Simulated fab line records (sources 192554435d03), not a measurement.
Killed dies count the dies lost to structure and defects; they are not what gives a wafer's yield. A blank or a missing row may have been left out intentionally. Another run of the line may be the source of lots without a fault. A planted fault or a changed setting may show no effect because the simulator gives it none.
Matching of chambers -- flow n5 finfet -- 4 sister chambers for N5_BEOL_M15_ETCH_61 on rie diel-02
The step etches BARC in N2/H2, target depth 89 nm, overetch 26.7 nm, time 67.9 s. 4 wafers are shown with their chamber, then 7 later ones without.

== WAFERS WITH THEIR CHAMBER ==
wafer,chamber,drypump motor current A (A)
L081.6,3,4.9
L089.5,0,5.7
L091.3,1,6.3
L091.5,2,5.8

== WAFERS WITH NO CHAMBER GIVEN ==
wafer,drypump motor current A (A)
L091.6,4.9
L094.1,5.9
L094.5,5.9
L094.6,4.9
L092.2,5.7
L092.3,4.9
L092.6,6.3

== EACH ONE'S CHAMBER ==
wafer,from the rows above,in truth
L091.6,3,3
L094.1,can't be placed: 2 or 0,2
L094.5,can't be placed: 2 or 0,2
L094.6,3,3
L092.2,can't be placed: 0 or 2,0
L092.3,3,3
L092.6,1,1
Correct placement for 4 of the 7. These rows do not allow placing 3 (true chamber among the candidates in 3). 0 placed wrongly.
How it was worked out, from the rows above alone: a wafer's distance from a chamber is the root of the sum, over the readings, of the square of ((its reading less the chamber's mean) divided by the reading's scatter). If the next closest chamber is less than 2 further off than the closest, the wafer can't be placed; otherwise it belongs to the closest. Each chamber's mean is taken over the wafers shown for it. The scatter (one wafer shown for each chamber): square how far every hidden wafer sits from the nearest shown wafer, average those squares and take the square root.
